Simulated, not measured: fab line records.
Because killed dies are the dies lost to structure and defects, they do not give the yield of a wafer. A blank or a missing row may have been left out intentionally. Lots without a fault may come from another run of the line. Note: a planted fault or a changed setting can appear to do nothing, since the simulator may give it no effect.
Matching of chambers	flow n5Finfet	N5_MOL_CONTACT_COAG_STRIP_98 on rieDiel-06: 4 sister chambers
The step strips in N2/H2. 4 wafers are shown with their chamber, then 10 later ones without.

## WAFERS, EACH WITH ITS CHAMBER
wafer	chamber	showerheadPlenumPTorr (Torr)
L085.2	3	3.44
L089.2	0	3.57
L090.2	1	3.27
L090.3	2	3.55

## WAFERS WITH NO CHAMBER GIVEN
wafer	showerheadPlenumPTorr (Torr)
L090.4	3.56
L092.4	3.27
L092.5	3.56
L092.6	3.43
L093.1	3.56
L093.2	3.54
L093.4	3.27
L094.1	3.56
L094.2	3.43
L094.3	3.54

## CHAMBER TAKEN BY EACH
wafer	from the rows above	in truth
L090.4	can't be placed: 0 or 2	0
L092.4	1	1
L092.5	can't be placed: 0 or 2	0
L092.6	3	3
L093.1	can't be placed: 0 or 2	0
L093.2	2	2
L093.4	1	1
L094.1	can't be placed: 0 or 2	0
L094.2	3	3
L094.3	2	2
Correct placement for 6 of the 10. These rows do not allow placing 4 (true chamber among the candidates in 4). Placed wrongly: 0.
How it was worked out, from the rows above alone: a wafer's distance from a chamber is the root of the sum, over the readings, of the square of ((its reading less the chamber's mean) divided by the reading's scatter). If the next closest chamber is less than 2 further off than the closest, the wafer can't be placed; otherwise it belongs to the closest. A chamber's mean is the mean of its shown wafers. The scatter: with one shown wafer a chamber, the root of the mean of the squares of how far each hidden wafer lies from its nearest shown one.
